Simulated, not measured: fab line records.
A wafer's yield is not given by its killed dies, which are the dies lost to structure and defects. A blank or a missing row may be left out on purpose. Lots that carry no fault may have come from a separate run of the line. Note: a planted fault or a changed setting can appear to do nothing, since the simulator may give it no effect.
Which tool did it? | flow n5Finfet | 11 lots with 29 wafers sampled at 4 steps, on a route of 1938 steps

== WHAT THE GAUGES READ, wafer by wafer ==
Not one reading of a measure or inspect step in the record can be checked against a usual standard deviation.

== WHICH TOOL RAN EACH LOT (tool, then ch and the chambers of the sampled wafers, then the start) ==
lot  | N5_BEOL_M6_DESCUM_16              | N5_BEOL_M6_ETCH_72                | N5_BEOL_M6_ETCH_65                | N5_BEOL_M6_ETCH_41
L222 | rieDiel-05 ch 0,1, day 9 10:10    | rieDiel-06 ch 0,3, day 9 13:01    | rieDiel-06 ch 0,3, day 9 13:02    | rieDiel-06 ch 0,3, no start
L225 | rieDiel-01 ch 0,1,2, day 10 07:08 | rieDiel-01 ch 2,3, day 10 10:08   | rieDiel-01 ch 2,3, day 10 10:09   | rieDiel-01 ch 2,3, no start
L226 | rieDiel-06 ch 0,2,3, day 10 07:27 | rieDiel-01 ch 1,2,3, day 10 09:44 | rieDiel-01 ch 1,2,3, day 10 09:46 | rieDiel-01 ch 1,2,3, no start
L227 | rieDiel-06 ch 2,3, day 10 07:43   | rieDiel-05 ch 0,3, day 10 10:08   | rieDiel-05 ch 0,3, day 10 10:10   | rieDiel-05 ch 0,3, no start
L229 | rieDiel-01 ch 3, day 10 13:55     | rieDiel-05 ch 2,3, day 10 15:33   | rieDiel-05 ch 2,3, day 10 15:34   | rieDiel-05 ch 2,3, no start
L230 | rieDiel-01 ch 0,1, day 11 05:53   | rieDiel-05 ch 0,3, day 11 07:13   | rieDiel-05 ch 0,3, day 11 07:14   | rieDiel-05 ch 0,3, no start
L232 | rieDiel-05 ch 0,3, day 12 00:53   | rieDiel-01 ch 0,1, day 12 02:23   | rieDiel-01 ch 0,1, day 12 02:25   | rieDiel-01 ch 0,1, no start
L233 | rieDiel-06 ch 0,3, day 12 03:24   | rieDiel-05 ch 0,3, day 12 08:52   | rieDiel-05 ch 0,3, day 12 08:53   | rieDiel-05 ch 0,3, no start
L237 | rieDiel-05 ch 0,3, day 13 05:16   | rieDiel-01 ch 0,3, day 13 09:10   | rieDiel-01 ch 0,3, day 13 09:11   | rieDiel-01 ch 0,3, no start
L241 | rieDiel-01 ch 0,3, day 14 13:05   | rieDiel-01 ch 0,1, day 14 14:20   | rieDiel-01 ch 0,1, day 14 14:22   | rieDiel-01 ch 0,1, no start
L242 | rieDiel-05 ch 1,2,3, day 14 15:56 | rieDiel-06 ch 0,1,3, day 14 19:32 | rieDiel-06 ch 0,1,3, day 14 19:33 | rieDiel-06 ch 0,1,3, no start
- N5_BEOL_M6_DESCUM_16: chemistry O2, time 7.9 s.
- N5_BEOL_M6_ETCH_72: etches underlayer in N2/H2, target depth 6.5 nm, time 5.2 s.
- N5_BEOL_M6_ETCH_65: etches SiARC in CF4, target depth 15.6 nm, time 26 s.
- N5_BEOL_M6_ETCH_41: etches SiCN in CH3F/O2, target depth 29.7 nm, time 52 s.

== AS READ BY THE TOOLS THEMSELVES (means over the sampled wafers that have a number; for cases with no such wafer, the mark the record gives instead) ==
N5_BEOL_M6_DESCUM_16. Usual: drypumpMotorCurrentA 5.6 A, standard deviation 0.4; oesProductAu 0.81 a.u., standard deviation 0.077; rfVppV 243.1 V, standard deviation 1.2; showerheadPlenumPTorr 2.10 Torr, standard deviation 0.065; throttleValvePct 20.45 %, standard deviation 0.16.
lot  | tool       | drypumpMotorCurrentA (A) | oesProductAu (a.u.) | rfVppV (V) | showerheadPlenumPTorr (Torr) | throttleValvePct (%) | flag
L222 | rieDiel-05 | 5.7                      | 0.82                | 243.8      | 2.09                         | 20.25                | 
L225 | rieDiel-01 | 5.5                      | 0.85                | 243.0      | 2.13                         | 20.45                | 
L226 | rieDiel-06 | 5.2                      | 0.83                | 243.1      | 2.15                         | 20.46                | 
L227 | rieDiel-06 | 5.2                      | 0.90                | 243.9      | 2.18                         | 20.40                | 
L229 | rieDiel-01 | 5.6                      | 0.67                | 243.7      | 2.16                         | 20.73                | 
L230 | rieDiel-01 | 5.9                      | 0.81                | 243.4      | 2.12                         | 20.49                | 
L232 | rieDiel-05 | 6.0                      | 0.83                | 243.5      | 2.12                         | 20.20                | 
L233 | rieDiel-06 | 5.3                      | 0.79                | 244.3      | 2.10                         | 20.62                | 
L237 | rieDiel-05 | 6.0                      | 0.82                | 243.6      | 2.11                         | 20.21                | 
L241 | rieDiel-01 | 5.5                      | 0.85                | 243.8      | 2.14                         | 20.48                | 
L242 | rieDiel-05 | 6.0                      | 0.83                | 242.7      | 2.05                         | 20.50                | 

N5_BEOL_M6_ETCH_72. Usual: drypumpMotorCurrentA 5.6 A, standard deviation 0.45; etchRfOnTimeS 5.12 s, standard deviation 0.09; oesProductAu 0.71 a.u., standard deviation 0.063; rfVppV 524.6 V, standard deviation 2.1; showerheadPlenumPTorr 2.56 Torr, standard deviation 0.063; throttleValvePct 17.80 %, standard deviation 0.16.
lot  | tool       | drypumpMotorCurrentA (A) | etchRfOnTimeS (s) | oesProductAu (a.u.) | rfVppV (V) | showerheadPlenumPTorr (Torr) | throttleValvePct (%) | flag
L222 | rieDiel-06 | 5.3                      | 5.19              | 0.69                | 525.0      | 2.56                         | 17.99                | 
L225 | rieDiel-01 | 5.4                      | 5.16              | 0.65                | 525.4      | 2.60                         | 17.94                | 
L226 | rieDiel-01 | 5.5                      | 5.11              | 0.68                | 526.2      | 2.58                         | 17.84                | 
L227 | rieDiel-05 | 6.1                      | 5.12              | 0.76                | 525.5      | 2.61                         | 17.73                | 
L229 | rieDiel-05 | 6.0                      | 5.05              | 0.76                | 524.2      | 2.54                         | 17.83                | 
L230 | rieDiel-05 | 6.1                      | 5.12              | 0.75                | 525.0      | 2.60                         | 17.73                | 
L232 | rieDiel-01 | 5.8                      | 5.17              | 0.69                | 524.2      | 2.54                         | 17.73                | 
L233 | rieDiel-05 | 6.1                      | 5.11              | 0.73                | 524.5      | 2.60                         | 17.76                | 
L237 | rieDiel-01 | 5.5                      | 5.25              | 0.76                | 525.6      | 2.57                         | 17.69                | 
L241 | rieDiel-01 | 5.8                      | 5.13              | 0.67                | 524.4      | 2.54                         | 17.78                | 
L242 | rieDiel-06 | 5.5                      | 5.16              | 0.73                | 525.0      | 2.60                         | 17.88                | 

N5_BEOL_M6_ETCH_65. Usual: drypumpMotorCurrentA 5.6 A, standard deviation 0.45; etchRfOnTimeS 25.6 s, standard deviation 0.35; oesProductAu 0.71 a.u., standard deviation 0.062; rfVppV 184.4 V, standard deviation 1; showerheadPlenumPTorr 2.16 Torr, standard deviation 0.047; throttleValvePct 15.53 %, standard deviation 0.19.
lot  | tool       | drypumpMotorCurrentA (A) | etchRfOnTimeS (s) | oesProductAu (a.u.) | rfVppV (V) | showerheadPlenumPTorr (Torr) | throttleValvePct (%) | flag
L222 | rieDiel-06 | 5.2                      | 25.4              | 0.70                | 184.4      | 2.16                         | 15.69                | 
L225 | rieDiel-01 | 5.4                      | 26.0              | 0.64                | 184.5      | 2.19                         | 15.69                | 
L226 | rieDiel-01 | 5.5                      | 25.7              | 0.68                | 184.9      | 2.17                         | 15.61                | 
L227 | rieDiel-05 | 6.1                      | 25.5              | 0.76                | 184.1      | 2.18                         | 15.35                | 
L229 | rieDiel-05 | 6.0                      | 25.5              | 0.77                | 184.1      | 2.13                         | 15.54                | 
L230 | rieDiel-05 | 6.1                      | 25.4              | 0.75                | 184.0      | 2.17                         | 15.37                | 
L232 | rieDiel-01 | 5.8                      | 25.7              | 0.69                | 184.9      | 2.16                         | 15.58                | 
L233 | rieDiel-05 | 6.1                      | 25.4              | 0.73                | 185.0      | 2.17                         | 15.38                | 
L237 | rieDiel-01 | 5.5                      | 22.0              | 0.84                | 184.8      | 2.17                         | 15.48                | OFF
L241 | rieDiel-01 | 5.8                      | 21.6              | 0.77                | 183.6      | 2.15                         | 15.63                | OFF
L242 | rieDiel-06 | 5.5                      | 25.8              | 0.72                | 184.9      | 2.20                         | 15.59                | 

N5_BEOL_M6_ETCH_41. Usual: drypumpMotorCurrentA 5.6 A, standard deviation 0.45; oesProductAu 0.83 a.u., standard deviation 0.072; rfVppV 297.6 V, standard deviation 1.2; showerheadPlenumPTorr 2.01 Torr, standard deviation 0.049; throttleValvePct 16.25 %, standard deviation 0.16.
lot  | tool       | drypumpMotorCurrentA (A) | oesProductAu (a.u.) | rfVppV (V) | showerheadPlenumPTorr (Torr) | throttleValvePct (%) | flag
L222 | rieDiel-06 | 5.2                      | 0.81                | 297.7      | 2.01                         | 16.38                | 
L225 | rieDiel-01 | 5.4                      | 0.75                | 299.0      | 2.05                         | 16.43                | 
L226 | rieDiel-01 | 5.5                      | 0.80                | 297.5      | 2.04                         | 16.35                | 
L227 | rieDiel-05 | 6.1                      | 0.88                | 298.3      | 2.04                         | 16.11                | 
L229 | rieDiel-05 | 6.0                      | 0.89                | 297.0      | 1.99                         | 16.24                | 
L230 | rieDiel-05 | 6.1                      | 0.87                | 298.0      | 2.04                         | 16.12                | 
L232 | rieDiel-01 | 5.8                      | 0.82                | 297.6      | 2.01                         | 16.27                | 
L233 | rieDiel-05 | 6.1                      | 0.85                | 297.3      | 2.03                         | 16.14                | 
L237 | rieDiel-01 | 5.5                      | 0.88                | 298.6      | 2.02                         | 16.18                | 
L241 | rieDiel-01 | 5.8                      | 0.78                | 298.0      | 2.00                         | 16.31                | 
L242 | rieDiel-06 | 5.5                      | 0.84                | 298.5      | 2.05                         | 16.29                | 

== THE ANSWER, worked out from the rows above alone ==
Rule: take the mean of a lot's wafers that have a number; if it is more than 3 standard deviations from the usual mean, the lot is off. A lot without any number at a reading at which 4 lots or more have one is off too. The other lots that the step has rows for count as sound. First the gauges in route order, then the tools' own readings, where a lot's mean is used as printed above. At the first step where some lot is off, the reading lying furthest off is the one used; lots without a number count as furthest.
Off at N5_BEOL_M6_ETCH_65 (etchRfOnTimeS): L237, L241.
A tool fits if, at that step or a process step before it, it ran every lot that is off, and no sound lot after the first of them. One candidate fits, namely rieDiel-01 at N5_BEOL_M6_ETCH_72 and N5_BEOL_M6_ETCH_65. At N5_BEOL_M6_ETCH_72 its last sound lot is L232 (day 12 02:23), its first lot that is off L237 (day 13 09:10): a fault that began between those two fits.

== WHAT THE SIMULATOR HAD INSERTED ==
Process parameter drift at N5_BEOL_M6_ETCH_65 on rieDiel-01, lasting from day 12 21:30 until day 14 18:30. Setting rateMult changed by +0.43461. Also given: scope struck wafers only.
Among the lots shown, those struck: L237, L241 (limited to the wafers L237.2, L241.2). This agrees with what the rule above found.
